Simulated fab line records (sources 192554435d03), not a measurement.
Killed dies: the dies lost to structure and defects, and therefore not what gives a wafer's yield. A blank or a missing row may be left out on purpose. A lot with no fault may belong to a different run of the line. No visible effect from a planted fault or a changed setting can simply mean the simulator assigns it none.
Split-lot trial :: flow n5-finfet :: 21 wafers read from 7 lots, route of 1938 steps

ABOUT THE SPLIT
At N5_BEOL_M12_TRENCH_ETCH_34 (etches SiOC in C4F8/O2/Ar, target depth 318.95 nm, time 125.5 s), the setting time-s was moved away from the recipe's 125.5 s on 8 of the 21 wafers read, by -17.1% to +22.2%. This setting was run at the recipe's value on the other wafers.

SPLIT TO READING: what lies between them in the file, 1 step
- N5_BEOL_M12_STRIP_70: strips in C4F8/O2/Ar

THE READING
trench-depth-nm, in nm, at N5_BEOL_M12_OCD_MEAS_35. On this fab line, fault-free wafers typically give 318 nm with a standard deviation of 4.5 nm.

wafer: L075.1
tool, chamber at the split: rie-diel-01, 0
time-s as run, s: 125.5
against the recipe: recipe
trench-depth-nm, nm: 318
against lot-mates on the recipe: -

wafer: L075.4
tool, chamber at the split: rie-diel-01, 1
time-s as run, s: 136.2
against the recipe: +8.5%
trench-depth-nm, nm: 347
against lot-mates on the recipe: +31

wafer: L075.5
tool, chamber at the split: rie-diel-01, 2
time-s as run, s: 125.5
against the recipe: recipe
trench-depth-nm, nm: 314
against lot-mates on the recipe: -

wafer: L079.4
tool, chamber at the split: rie-diel-01, 2
time-s as run, s: 104.1
against the recipe: -17.1%
trench-depth-nm, nm: 260
against lot-mates on the recipe: -58

wafer: L079.5
tool, chamber at the split: rie-diel-01, 0
time-s as run, s: 125.5
against the recipe: recipe
trench-depth-nm, nm: 318
against lot-mates on the recipe: -

wafer: L079.6
tool, chamber at the split: rie-diel-01, 1
time-s as run, s: 125.5
against the recipe: recipe
trench-depth-nm, nm: 318
against lot-mates on the recipe: -

wafer: L085.2
tool, chamber at the split: rie-diel-04, 0
time-s as run, s: 150.4
against the recipe: +19.8%
trench-depth-nm, nm: 394
against lot-mates on the recipe: +79

wafer: L085.3
tool, chamber at the split: rie-diel-04, 3
time-s as run, s: 125.5
against the recipe: recipe
trench-depth-nm, nm: 315
against lot-mates on the recipe: -

wafer: L085.6
tool, chamber at the split: rie-diel-04, 3
time-s as run, s: 150.4
against the recipe: +19.8%
trench-depth-nm, nm: 376
against lot-mates on the recipe: +61

wafer: L092.2
tool, chamber at the split: rie-diel-01, 0
time-s as run, s: 111.8
against the recipe: -10.9%
trench-depth-nm, nm: 287
against lot-mates on the recipe: -33

wafer: L092.3
tool, chamber at the split: rie-diel-01, 1
time-s as run, s: 125.5
against the recipe: recipe
trench-depth-nm, nm: 322
against lot-mates on the recipe: -

wafer: L092.4
tool, chamber at the split: rie-diel-01, 0
time-s as run, s: 125.5
against the recipe: recipe
trench-depth-nm, nm: 318
against lot-mates on the recipe: -

wafer: L093.4
tool, chamber at the split: rie-diel-04, 2
time-s as run, s: 143.2
against the recipe: +14.1%
trench-depth-nm, nm: 369
against lot-mates on the recipe: +42

wafer: L093.5
tool, chamber at the split: rie-diel-04, 0
time-s as run, s: 143.2
against the recipe: +14.1%
trench-depth-nm, nm: 374
against lot-mates on the recipe: +47

wafer: L093.6
tool, chamber at the split: rie-diel-04, 3
time-s as run, s: 125.5
against the recipe: recipe
trench-depth-nm, nm: 327
against lot-mates on the recipe: -

wafer: L095.1
tool, chamber at the split: rie-diel-05, 3
time-s as run, s: 125.5
against the recipe: recipe
trench-depth-nm, nm: 315
against lot-mates on the recipe: -

wafer: L095.4
tool, chamber at the split: rie-diel-05, 1
time-s as run, s: 125.5
against the recipe: recipe
trench-depth-nm, nm: 322
against lot-mates on the recipe: -

wafer: L095.5
tool, chamber at the split: rie-diel-05, 0
time-s as run, s: 125.5
against the recipe: recipe
trench-depth-nm, nm: 319
against lot-mates on the recipe: -

wafer: L097.2
tool, chamber at the split: rie-diel-04, 3
time-s as run, s: 125.5
against the recipe: recipe
trench-depth-nm, nm: 322
against lot-mates on the recipe: -

wafer: L097.3
tool, chamber at the split: rie-diel-04, 2
time-s as run, s: 153.4
against the recipe: +22.2%
trench-depth-nm, nm: 389
against lot-mates on the recipe: +74

wafer: L097.5
tool, chamber at the split: rie-diel-04, 1
time-s as run, s: 125.5
against the recipe: recipe
trench-depth-nm, nm: 309
against lot-mates on the recipe: -

THE FIT
A straight line over all 21 wafers: trench-depth-nm changes by +3.36 nm for each +1% of time-s; r = +0.99; the points scatter about the line by 5.3 nm.
The same after taking each lot's own level away (the mean of its wafers on the recipe; 21 wafers): +3.36 nm for each +1%; r = +0.99; scatter 4.3 nm.
That fit puts the effect of the largest move of time-s on the reading at 75 nm.
The span of the lots' own levels, 315.0 to 327.0 nm, comes to 2.7 times the standard deviation stated above.
The two slopes agree, so the slope changes little with the lot-to-lot level.
Check: +75.4 nm against its lot-mates is what the line predicts for one of the wafers moved furthest among these (+22.2%) when that wafer is left out of the fit. It came out at +73.5 nm against them.

THE OTHER SPLITS THESE WAFERS WENT THROUGH
Other splits were also applied to these wafers ahead of the reading. Each is held against what the fit with the lots' levels taken away leaves over:
other split on the same wafers: N5_BEOL_M7_COAT_05 spin-rpm
wafers away from the commonest value: 6
r with trench-depth-nm (lot level and that fit taken away): -0.02

other split on the same wafers: N5_BEOL_M7_ETCH_66 time-s
wafers away from the commonest value: 6
r with trench-depth-nm (lot level and that fit taken away): +0.29

other split on the same wafers: N5_BEOL_M7_VIA_ETCH_34 source-w
wafers away from the commonest value: 7
r with trench-depth-nm (lot level and that fit taken away): +0.36

other split on the same wafers: N5_BEOL_M9_ETCH_66 bias-w
wafers away from the commonest value: 9
r with trench-depth-nm (lot level and that fit taken away): +0.01

other split on the same wafers: N5_BEOL_M9_TRENCH_ETCH_37 source-w
wafers away from the commonest value: 10
r with trench-depth-nm (lot level and that fit taken away): -0.07

other split on the same wafers: N5_BEOL_M10_VIA_ETCH_34 time-s
wafers away from the commonest value: 6
r with trench-depth-nm (lot level and that fit taken away): +0.10

other split on the same wafers: N5_BEOL_M10_TRENCH_ETCH_37 source-w
wafers away from the commonest value: 7
r with trench-depth-nm (lot level and that fit taken away): -0.16

other split on the same wafers: N5_BEOL_M11_ETCH_41 time-s
wafers away from the commonest value: 6
r with trench-depth-nm (lot level and that fit taken away): -0.27

THE WHOLE CHAIN: every reading that the file lists as answering this split, in the file's order
step: N5_BEOL_M12_TRENCH_ETCH_34
what it does: etches SiOC in C4F8/O2/Ar, target depth 318.95 nm, time 125.5 s
reading: etch.depth-nm (the simulator's own value, which no gauge read)
change (the file's fit): +3.37 nm for each +1% of the setting
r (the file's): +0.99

step: N5_BEOL_M12_OCD_MEAS_35
what it does: 
reading: trench-depth-nm
change (the file's fit): +3.36 nm for each +1% of the setting
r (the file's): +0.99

THE FILE'S OWN FIT
trench-depth-nm changes by +3.36 nm for each +1% of time-s, r = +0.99.
